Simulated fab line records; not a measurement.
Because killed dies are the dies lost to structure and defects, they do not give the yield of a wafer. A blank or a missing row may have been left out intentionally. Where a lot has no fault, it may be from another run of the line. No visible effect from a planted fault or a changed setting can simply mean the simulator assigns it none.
Split-lot experiment ; flow n5Finfet ; 7 lots, 21 wafers read, on a route of 1938 steps

== SPLIT DETAILS ==
At N5_BEOL_M6_TRENCH_ETCH_37 (etches SiCOH lowk in C4F6/O2, target depth 94.435 nm, time 31.5 s), the setting sourceW was moved away from the recipe's 345 W on 4 of the 21 wafers read, by -16.6% to +13.5%. The other wafers ran this setting at the recipe's value.

Reading taken at the split's own step.

== THE READING ==
rfVppV, in V, at N5_BEOL_M6_TRENCH_ETCH_37 (etches SiCOH lowk in C4F6/O2, target depth 94.435 nm, time 31.5 s). Fault-free wafers of this fab line usually give 664 V, standard deviation 11 V.

wafer;tool, chamber at the split;sourceW as run, W;against the recipe;rfVppV, V;against lot-mates on the recipe
L075.1;rieDiel-05, 2;391.5;+13.5%;623;-39
L075.3;rieDiel-05, 0;345;recipe;662;-
L075.6;rieDiel-05, 2;391.5;+13.5%;624;-38
L076.4;rieDiel-01, 1;287.6;-16.6%;745;+68
L076.5;rieDiel-01, 1;345;recipe;679;-
L076.6;rieDiel-01, 2;345;recipe;674;-
L078.2;rieDiel-03, 2;345;recipe;645;-
L078.3;rieDiel-03, 1;345;recipe;671;-
L078.5;rieDiel-03, 2;345;recipe;644;-
L082.1;rieDiel-05, 3;345;recipe;662;-
L082.3;rieDiel-05, 2;345;recipe;663;-
L082.4;rieDiel-05, 0;345;recipe;662;-
L083.2;rieDiel-01, 2;298.4;-13.5%;726;+58
L083.4;rieDiel-01, 0;345;recipe;658;-
L083.6;rieDiel-01, 1;345;recipe;679;-
L087.3;rieDiel-03, 1;345;recipe;669;-
L087.5;rieDiel-03, 2;345;recipe;645;-
L087.6;rieDiel-03, 1;345;recipe;669;-
L089.2;rieDiel-05, 3;345;recipe;663;-
L089.3;rieDiel-05, 0;345;recipe;660;-
L089.6;rieDiel-05, 2;345;recipe;665;-

FIT RESULTS
A straight line over all 21 wafers: rfVppV changes by -3.98 V for each +1% of sourceW; r = -0.92; the points scatter about the line by 11 V.
The same after taking each lot's own level away (the mean of its wafers on the recipe; 21 wafers): -3.58 V for each +1%; r = -0.94; scatter 8.5 V.
The reading moves by 60 V for the largest change in sourceW, on that fit.
Measured against the standard deviation above, the lots' own levels, which go from 653.3 to 676.5 V, span 2.1 times it.
Thus the slope moves with the lot-to-lot level: the two fits are different.
Check: +57.1 V against its lot-mates is what the line predicts for one of the wafers moved furthest among these (-16.6%) when that wafer is left out of the fit. Against them it came out at +68.5 V.
Tool readings at the split's step, against how far the setting was moved: rfVppV r = -0.92.

== THE OTHER SPLITS THESE WAFERS WENT THROUGH ==
Before the reading, these wafers also passed through other splits. Each is held against what the fit with the lots' levels taken away leaves over:
other split on the same wafers;wafers away from the commonest value;r with rfVppV (lot level and that fit taken away)
N5_BEOL_M5_ILD_DEP_00 timeS;7;+0.03
N5_BEOL_M5_ETCH_41 sourceW;5;-0.36
N5_BEOL_M6_ETCH_66 sourceW;10;-0.21

== FILE'S OWN FIT ==
rfVppV changes by -3.78 V for each +1% of sourceW, r = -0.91.
